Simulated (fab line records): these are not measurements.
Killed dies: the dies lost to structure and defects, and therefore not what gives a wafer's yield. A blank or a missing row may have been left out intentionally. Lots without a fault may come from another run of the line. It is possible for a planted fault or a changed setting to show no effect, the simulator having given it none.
fab line records	flow n5Finfet	part 1 of 2: steps 1 to 4 of 6
[record] lots = 20	wafers = 60	lastDay = 20
route steps=1938 shown STI_FIN_REVEAL@211 DUMMY_GATE@214
lots with no fault: from the same line, run without faults
startH: hours from the record's opening day to when the first of the lot's shown wafers began	waitH: how many hours have passed since the lot's step before this one	" unchanged from the row above	L1.1+2: one row covering several wafers at once	- no value, or no start was given	* or withheld: withheld	< > ~ a bound
route shown NAME@n: NAME is a module with steps in the file, n the number in the route of the first one	usual: mean/standard deviation of fault-free wafers	same: alike in all rows	chamber/n: place in a boat	sites: per-site readings	_std_site: their standard deviation	_edge_site: inner sites' mean taken away from outer sites' mean	radiusMm: for every site, how far away it sits from the centre of the wafer	mask NAME#n: copy n	behind: the most recent tool/chamber to have shaped the wafer	hold: why the lot was held/for how many hours/how that ended	device: which transistor (n, p or np) failed to switch	end of line: the route-end tests of the same wafers	for a step that has no rows: nothing shown but its recipe	killed: dies that structure and defects cost at the first sort, which is not the same as the wafer's yield	map: shows each die of a wafer: x if killed, . if not, _ if none is there
set.NAME: the setting that was run; set.NAME@STEP: the one run at that earlier step	model.NAME: the simulator's own value behind a step, which no gauge read
steps of the route over a sample of lots; a table a step, a row a wafer
services: from which hour (startH, from the record's first day; less than 0 if before it) a tool's chamber was out of use, for how many hours, and why
[[steps]]
[step N5_STI_FIN_REVEAL_INSPECT_13]
[recipe] inspectInstrument = darkfield	mode = postClean
[usual] rawDefectCount = 12/5.2
lot.wafer	tool	chamber	startH	waitH	rawDefectCount
L074.2	defectInspect-02	-	37.17	0.0	15
L074.4	"	-	"	"	20
L074.6	"	-	"	"	15
L075.2	defectInspect-01	-	44.71	0.0	9
L075.5	"	-	"	"	12
L075.6	"	-	"	"	5
L076.2	defectInspect-02	-	50.55	0.0	18
L076.3	"	-	"	"	7
L076.4	"	-	"	"	12
L079.2	defectInspect-01	-	67.09	0.0	4
L079.3	"	-	"	"	17
L079.4	"	-	"	"	10
L080.1	defectInspect-02	-	72.43	0.0	5
L080.3	"	-	"	"	9
L080.4	"	-	"	"	11
L081.3	defectInspect-02	-	80.93	0.0	15
L081.5	"	-	"	"	5
L081.6	"	-	"	"	20
L082.1	defectInspect-02	-	85.89	0.0	10
L082.3	"	-	"	"	10
L082.5	"	-	"	"	8
L083.3	defectInspect-02	-	91.09	0.0	10
L083.4	"	-	"	"	8
L083.5	"	-	"	"	5
L084.2	defectInspect-01	-	98.18	0.0	5
L084.5	"	-	"	"	14
L084.6	"	-	"	"	10
L085.1	defectInspect-02	-	104.21	0.0	6
L085.3	"	-	"	"	10
L085.6	"	-	"	"	7
L086.1	defectInspect-02	-	111.09	0.0	10
L086.5	"	-	"	"	9
L086.6	"	-	"	"	22
L088.1	defectInspect-02	-	122.47	0.0	14
L088.2	"	-	"	"	8
L088.4	"	-	"	"	11
L089.3	defectInspect-02	-	127.97	0.0	17
L089.4	"	-	"	"	6
L089.6	"	-	"	"	4
L090.2	defectInspect-01	-	132.72	0.0	15
L090.4	"	-	"	"	19
L090.5	"	-	"	"	12
L091.3	defectInspect-02	-	139.93	0.0	14
L091.5	"	-	"	"	14
L091.6	"	-	"	"	14
L092.1	defectInspect-01	-	145.33	0.0	14
L092.3	"	-	"	"	10
L092.5	"	-	"	"	14
L093.3	defectInspect-01	-	150.49	0.0	15
L093.4	"	-	"	"	16
L093.6	"	-	"	"	12
L094.1	defectInspect-02	-	158.08	0.0	14
L094.4	"	-	"	"	16
L094.5	"	-	"	"	10
L095.3	defectInspect-01	-	163.75	0.0	8
L095.5	"	-	"	"	13
L095.6	"	-	"	"	12
L097.4	defectInspect-02	-	175.28	0.0	13
L097.5	"	-	"	"	3
L097.6	"	-	"	"	10
[step N5_DUMMY_GATE_ALD_02]
[recipe] material = SiO2	targetThkA = 20	tempC = 300	aldPrecursorFamily = BDEAS	aldCoReactant = O2-plasma	pulseTimeS = 1	pressureTorr = 2
[usual] heaterPowerW = 468/54	precursorPulseHeightRel = 1.001/0.021
lot.wafer	tool	chamber	startH	waitH	heaterPowerW	precursorPulseHeightRel
L074.2	aldSin-04	1	37.27	0.0	530	0.981
L074.4	"	2	"	"	498	0.981
L074.6	"	2	"	"	510	0.996
L075.2	aldSin-04	3	44.80	0.0	498	0.964
L075.5	"	2	"	"	489	1.048
L075.6	"	3	"	"	491	1.006
L076.2	aldSin-01	1	50.64	0.0	404	0.996
L076.3	"	3	"	"	566	0.994
L076.4	"	0	"	"	431	1.014
L079.2	aldSin-04	2	67.68	0.5	499	0.987
L079.3	"	3	"	"	490	0.990
L079.4	"	0	"	"	472	0.983
L080.1	aldSin-04	1	72.53	0.0	543	1.018
L080.3	"	3	"	"	493	1.002
L080.4	"	2	"	"	501	0.989
L081.3	aldSin-02	2	82.29	1.3	380	1.017
L081.5	"	0	"	"	443	1.036
L081.6	"	1	"	"	524	1.016
L082.1	aldSin-04	0	85.99	0.0	467	1.012
L082.3	"	3	"	"	482	1.023
L082.5	"	2	"	"	500	1.016
L083.3	aldSin-04	0	91.53	0.4	469	0.996
L083.4	"	1	"	"	535	0.992
L083.5	"	3	"	"	489	1.012
L084.2	aldSin-01	2	99.04	0.8	421	1.018
L084.5	"	2	"	"	407	0.998
L084.6	"	3	"	"	574	0.982
L085.1	aldSin-01	2	104.34	0.0	411	0.982
L085.3	"	0	"	"	429	0.992
L085.6	"	3	"	"	589	0.979
L086.1	aldSin-02	0	111.72	0.6	449	1.007
L086.5	"	0	"	"	448	1.025
L086.6	"	3	"	"	447	0.999
L088.1	aldSin-04	1	122.56	0.0	537	1.008
L088.2	"	3	"	"	489	0.971
L088.4	"	0	"	"	469	1.052
L089.3	aldSin-02	3	128.12	0.1	456	1.025
L089.4	"	0	"	"	462	1.027
L089.6	"	1	"	"	514	1.000
L090.2	aldSin-01	1	132.82	0.0	401	1.007
L090.4	"	3	"	"	571	1.009
L090.5	"	0	"	"	445	1.011
L091.3	aldSin-02	2	140.02	0.0	372	0.998
L091.5	"	0	"	"	463	0.971
L091.6	"	1	"	"	526	1.003
L092.1	aldSin-04	1	145.43	0.0	538	1.005
L092.3	"	0	"	"	482	1.014
L092.5	"	1	"	"	536	1.014
L093.3	aldSin-02	1	150.58	0.0	516	0.992
L093.4	"	3	"	"	447	1.009
L093.6	"	1	"	"	522	0.987
L094.1	aldSin-02	3	158.17	0.0	435	1.011
L094.4	"	1	"	"	525	0.971
L094.5	"	0	"	"	446	1.021
L095.3	aldSin-02	1	163.84	0.0	524	1.000
L095.5	"	2	"	"	376	0.977
L095.6	"	1	"	"	531	1.035
L097.4	aldSin-01	2	176.41	1.1	408	1.036
L097.5	"	1	"	"	398	0.992
L097.6	"	2	"	"	417	1.028
[step N5_DUMMY_GATE_DESCUM_20]
[recipe] chemistry = O2	timeS = 6.2	sourcePowerW = 50	biasPowerW = 20	pressureMtorr = 20	rfFrequencyHz = 2.712e+07	tempC = 40	resist = CAR-EUV	o2FlowSccm = 225
[usual] chamberPressureMTorr = 20.001/0.02	drypumpMotorCurrentA = 5.8/0.4	oesProductAu = 0.78/0.093	rfVppV = 243.2/1.3	showerheadPlenumPTorr = 2.10/0.062	tempC = 40.00/0.11	throttleValvePct = 20.47/0.17
lot.wafer	tool	chamber	startH	waitH	chamberPressureMTorr	drypumpMotorCurrentA	oesProductAu	rfHoursCounterH	rfVppV	showerheadPlenumPTorr	tempC	throttleValvePct
L074.2	rieDiel-03	1	45.95	0.1	19.990	5.2	0.68	217	244.7	2.14	39.97	20.65
L074.4	"	0	"	"	19.974	5.4	0.77	130	241.4	2.02	39.93	20.66
L074.6	"	3	"	"	20.026	5.7	0.72	-	245.1	2.16	40.05	20.50
L075.2	rieDiel-04	2	53.32	0.0	19.980	6.0	0.73	186	243.9	2.09	39.96	20.31
L075.5	"	2	"	"	20.007	6.0	0.74	-	243.1	2.09	40.22	20.31
L075.6	"	1	"	"	19.995	5.4	0.85	-	242.4	2.04	40.04	20.45
L076.2	rieDiel-02	1	61.10	0.0	20.059	6.4	0.76	149	243.1	2.10	39.99	20.27
L076.3	"	3	"	"	20.003	5.5	0.70	247	240.5	1.98	40.04	20.77
L076.4	"	3	"	"	20.005	5.6	0.70	-	241.0	1.98	40.08	20.76
L079.2	rieDiel-02	0	76.35	0.0	20.014	6.3	0.74	149	244.6	2.09	39.80	20.31
L079.3	"	1	"	"	19.995	6.4	0.76	155	243.2	2.10	40.03	20.30
L079.4	"	2	"	"	19.993	6.4	0.98	1	244.4	2.17	40.07	20.29
L080.1	rieDiel-03	1	81.37	0.2	20.015	5.2	0.67	227	245.3	2.14	40.01	20.68
L080.3	"	2	"	"	20.028	5.7	0.71	201	244.5	2.07	39.97	20.75
L080.4	"	3	"	"	19.990	5.6	0.70	213	243.9	2.16	39.85	20.53
L081.3	rieDiel-04	3	90.79	0.0	20.005	6.0	0.93	24	241.2	2.07	40.00	20.32
L081.5	"	3	"	"	19.990	6.1	0.92	-	242.4	2.07	39.73	20.30
L081.6	"	2	"	"	19.977	6.0	0.71	-	242.4	2.09	40.04	20.35
L082.1	rieDiel-03	2	96.44	0.0	20.003	5.7	0.70	205	242.9	2.07	39.85	20.75
L082.3	"	0	"	"	20.025	5.4	0.75	144	241.3	2.01	39.84	20.68
L082.5	"	1	"	"	20.007	5.2	0.67	-	245.1	2.14	39.95	20.68
L083.3	rieDiel-03	3	100.26	0.1	19.986	5.7	0.71	219	243.2	2.16	39.96	20.54
L083.4	"	0	"	"	19.988	5.5	0.75	146	241.9	2.01	40.28	20.68
L083.5	"	3	"	"	20.015	5.7	0.70	-	243.4	2.16	40.01	20.54
L084.2	rieDiel-02	3	107.67	0.0	19.959	5.5	0.97	2	245.2	2.25	39.90	20.30
L084.5	"	1	"	"	19.997	6.4	0.74	-	242.2	2.09	40.00	20.34
L084.6	"	2	"	"	19.984	6.3	0.92	-	244.3	2.16	40.03	20.31
L085.1	rieDiel-02	2	113.57	0.6	19.998	6.4	0.92	16	244.2	2.16	39.83	20.32
L085.3	"	0	"	"	20.014	6.3	0.73	163	243.2	2.08	40.09	20.33
L085.6	"	2	"	"	20.037	6.3	0.91	-	243.6	2.16	39.93	20.31
L086.1	rieDiel-02	3	120.23	0.0	19.985	5.5	0.95	7	245.1	2.24	40.05	20.31
L086.5	"	3	"	"	20.024	5.5	0.96	-	244.2	2.24	39.96	20.33
L086.6	"	2	"	"	20.012	6.3	0.91	-	243.6	2.16	39.87	20.31
L088.1	rieDiel-02	1	131.09	0.0	19.992	6.4	0.72	176	243.2	2.09	39.87	20.32
L088.2	"	3	"	"	19.997	5.5	0.93	10	245.7	2.24	40.09	20.31
L088.4	"	2	"	"	19.982	6.4	0.90	21	243.7	2.16	40.22	20.32
L089.3	rieDiel-04	1	137.35	0.6	19.993	5.4	0.83	73	241.6	2.03	40.05	20.49
L089.4	"	0	"	"	20.022	5.5	0.73	183	240.9	2.08	40.18	20.45
L089.6	"	0	"	"	20.008	5.5	0.73	-	243.0	2.08	39.98	20.44
L090.2	rieDiel-02	2	141.47	0.0	19.980	6.4	0.89	24	243.4	2.16	39.98	20.30
L090.4	"	0	"	"	19.998	6.3	0.72	171	242.6	2.08	40.00	20.37
L090.5	"	2	"	"	20.011	6.4	0.89	-	243.4	2.16	39.97	20.33
L091.3	rieDiel-03	1	148.52	0.0	20.015	5.2	0.67	249	244.0	2.13	40.09	20.73
L091.5	"	1	"	"	20.002	5.2	0.67	-	244.7	2.13	40.15	20.72
L091.6	"	2	"	"	19.979	5.7	0.69	-	243.0	2.06	40.15	20.77
L092.1	rieDiel-03	3	154.03	0.1	19.998	5.7	0.69	237	243.6	2.15	39.96	20.57
L092.3	"	2	"	"	19.988	5.7	0.68	225	244.0	2.06	39.95	20.79
L092.5	"	2	"	"	19.996	5.7	0.68	-	241.5	2.06	39.98	20.79
L093.3	rieDiel-04	0	159.36	0.1	19.994	5.5	0.73	189	242.5	2.08	39.91	20.47
L093.4	"	2	"	"	19.977	5.9	0.72	214	242.0	2.08	40.08	20.35
L093.6	"	0	"	"	19.980	5.5	0.71	-	243.5	2.08	39.92	20.47
L094.1	rieDiel-02	3	170.60	0.0	20.041	5.5	0.90	25	246.4	2.24	40.09	20.33
L094.4	"	3	"	"	19.953	5.5	0.90	-	245.4	2.24	39.94	20.33
L094.5	"	2	"	"	20.008	6.4	0.88	-	245.4	2.16	39.98	20.33
L095.3	rieDiel-03	1	174.36	0.0	20.010	5.2	0.97	1	245.3	2.13	39.94	20.35
L095.5	"	2	"	"	19.976	5.7	0.68	-	242.3	2.06	39.99	20.78
L095.6	"	1	"	"	19.993	5.2	0.97	-	243.4	2.13	40.06	20.36
L097.4	rieDiel-02	0	185.06	0.0	19.975	6.3	0.71	187	241.2	2.08	40.24	20.39
L097.5	"	0	"	"	20.006	6.3	0.71	-	244.1	2.07	40.01	20.36
L097.6	"	1	"	"	19.955	6.4	0.72	-	242.1	2.09	40.05	20.36
[step N5_DUMMY_GATE_ETCH_29]
[recipe] chemistry = N2/H2	target = underlayer	targetDepthA = 130	ionEnergyEv = 200	pressureMtorr = 30	sourceW = 840	biasW = 150	n2FlowSccm = 200	h2FlowSccm = 200
[usual] chamberPressureMTorr = 29.999/0.03	drypumpMotorCurrentA = 5.8/0.41	oesProductAu = 0.77/0.088	rfVppV = 523.8/2.1	showerheadPlenumPTorr = 2.54/0.071	throttleValvePct = 17.89/0.25
lot.wafer	tool	chamber	startH	waitH	chamberPressureMTorr	drypumpMotorCurrentA	oesProductAu	rfHoursCounterH	rfVppV	showerheadPlenumPTorr	throttleValvePct
L074.2	rieDiel-03	1	46.02	0.0	29.996	5.2	0.68	217	524.5	2.61	18.11
L074.4	"	0	"	"	29.970	5.5	0.77	130	521.0	2.45	18.16
L074.6	"	3	"	"	30.044	5.7	0.70	-	525.6	2.63	17.99
L075.2	rieDiel-04	2	53.39	0.0	30.001	6.0	0.74	186	523.1	2.52	17.70
L075.5	"	2	"	"	29.961	6.0	0.74	-	523.2	2.52	17.69
L075.6	"	1	"	"	29.986	5.4	0.85	-	521.7	2.47	17.91
L076.2	rieDiel-02	1	61.16	0.0	29.968	6.4	0.75	149	523.8	2.54	17.67
L076.3	"	3	"	"	29.975	5.5	0.68	247	520.6	2.38	18.06
L076.4	"	3	"	"	29.946	5.5	0.68	-	518.9	2.38	18.05
L079.2	rieDiel-02	0	76.42	0.0	30.064	6.3	0.76	149	524.6	2.53	17.75
L079.3	"	1	"	"	29.975	6.4	0.74	155	524.0	2.54	17.67
L079.4	"	2	"	"	29.989	6.4	0.96	1	525.0	2.60	17.49
L080.1	rieDiel-03	1	81.44	0.0	30.003	5.2	0.67	227	525.9	2.61	18.13
L080.3	"	2	"	"	29.990	5.7	0.71	201	524.0	2.52	18.30
L080.4	"	3	"	"	29.959	5.7	0.69	213	526.4	2.63	18.02
L081.3	rieDiel-04	3	90.85	0.0	30.068	6.0	0.93	24	522.7	2.50	17.67
L081.5	"	3	"	"	29.993	6.0	0.93	-	520.2	2.50	17.71
L081.6	"	2	"	"	30.026	6.0	0.73	-	524.0	2.51	17.71
L082.1	rieDiel-03	2	96.51	0.0	30.006	5.7	0.70	205	523.5	2.52	18.29
L082.3	"	0	"	"	29.995	5.5	0.74	144	521.2	2.45	18.17
L082.5	"	1	"	"	30.030	5.2	0.67	-	525.5	2.61	18.13
L083.3	rieDiel-03	3	100.32	0.0	29.995	5.6	0.68	219	526.2	2.63	18.02
L083.4	"	0	"	"	30.011	5.5	0.75	146	522.3	2.44	18.18
L083.5	"	3	"	"	29.945	5.6	0.68	-	526.8	2.63	18.03
L084.2	rieDiel-02	3	107.74	0.0	29.987	5.5	0.95	2	528.8	2.70	17.57
L084.5	"	1	"	"	30.031	6.4	0.73	-	522.6	2.53	17.71
L084.6	"	2	"	"	30.017	6.4	0.90	-	526.1	2.59	17.52
L085.1	rieDiel-02	2	113.63	0.0	30.004	6.4	0.89	16	525.0	2.59	17.52
L085.3	"	0	"	"	29.996	6.3	0.75	163	525.3	2.53	17.77
L085.6	"	2	"	"	30.029	6.3	0.90	-	525.4	2.59	17.54
L086.1	rieDiel-02	3	120.29	0.0	29.988	5.5	0.93	7	527.8	2.70	17.59
L086.5	"	3	"	"	29.929	5.5	0.93	-	528.5	2.70	17.57
L086.6	"	2	"	"	30.002	6.4	0.89	-	525.3	2.59	17.51
L088.1	rieDiel-02	1	131.15	0.0	30.016	6.4	0.72	176	523.7	2.53	17.72
L088.2	"	3	"	"	29.995	5.6	0.91	10	527.5	2.69	17.59
L088.4	"	2	"	"	29.970	6.3	0.87	21	524.6	2.59	17.53
L089.3	rieDiel-04	1	137.42	0.0	29.985	5.4	0.83	73	520.7	2.46	17.93
L089.4	"	0	"	"	30.031	5.6	0.74	183	523.5	2.55	18.15
L089.6	"	0	"	"	29.979	5.6	0.74	-	522.4	2.55	18.15
L090.2	rieDiel-02	2	141.53	0.0	30.016	6.4	0.88	24	524.0	2.59	17.54
L090.4	"	0	"	"	29.924	6.3	0.73	171	523.2	2.52	17.79
L090.5	"	2	"	"	30.000	6.3	0.87	-	525.3	2.59	17.54
L091.3	rieDiel-03	1	148.59	0.0	29.959	5.2	0.66	249	526.8	2.60	18.16
L091.5	"	1	"	"	29.964	5.2	0.66	-	525.2	2.60	18.17
L091.6	"	2	"	"	30.002	5.7	0.69	-	522.8	2.51	18.33
L092.1	rieDiel-03	3	154.09	0.0	29.961	5.7	0.67	237	526.1	2.62	18.07
L092.3	"	2	"	"	30.007	5.7	0.69	225	521.7	2.51	18.34
L092.5	"	2	"	"	29.980	5.7	0.69	-	521.9	2.51	18.30
L093.3	rieDiel-04	0	159.43	0.0	30.022	5.5	0.73	189	525.0	2.54	18.15
L093.4	"	2	"	"	29.961	6.0	0.72	214	523.4	2.51	17.73
L093.6	"	0	"	"	30.027	5.5	0.73	-	523.8	2.54	18.14
L094.1	rieDiel-02	3	170.66	0.0	30.005	5.5	0.88	25	526.6	2.69	17.62
L094.4	"	3	"	"	29.956	5.5	0.87	-	527.7	2.69	17.61
L094.5	"	2	"	"	30.002	6.3	0.85	-	523.4	2.58	17.58
L095.3	rieDiel-03	1	174.43	0.0	30.022	5.2	0.97	1	526.4	2.60	17.75
L095.5	"	2	"	"	30.021	5.7	0.68	-	521.3	2.50	18.36
L095.6	"	1	"	"	29.999	5.2	0.96	-	526.2	2.60	17.76
L097.4	rieDiel-02	0	185.12	0.0	30.005	6.3	0.73	187	523.0	2.52	17.82
L097.5	"	0	"	"	30.040	6.3	0.73	-	523.9	2.52	17.83
L097.6	"	1	"	"	30.042	6.4	0.72	-	522.3	2.52	17.76
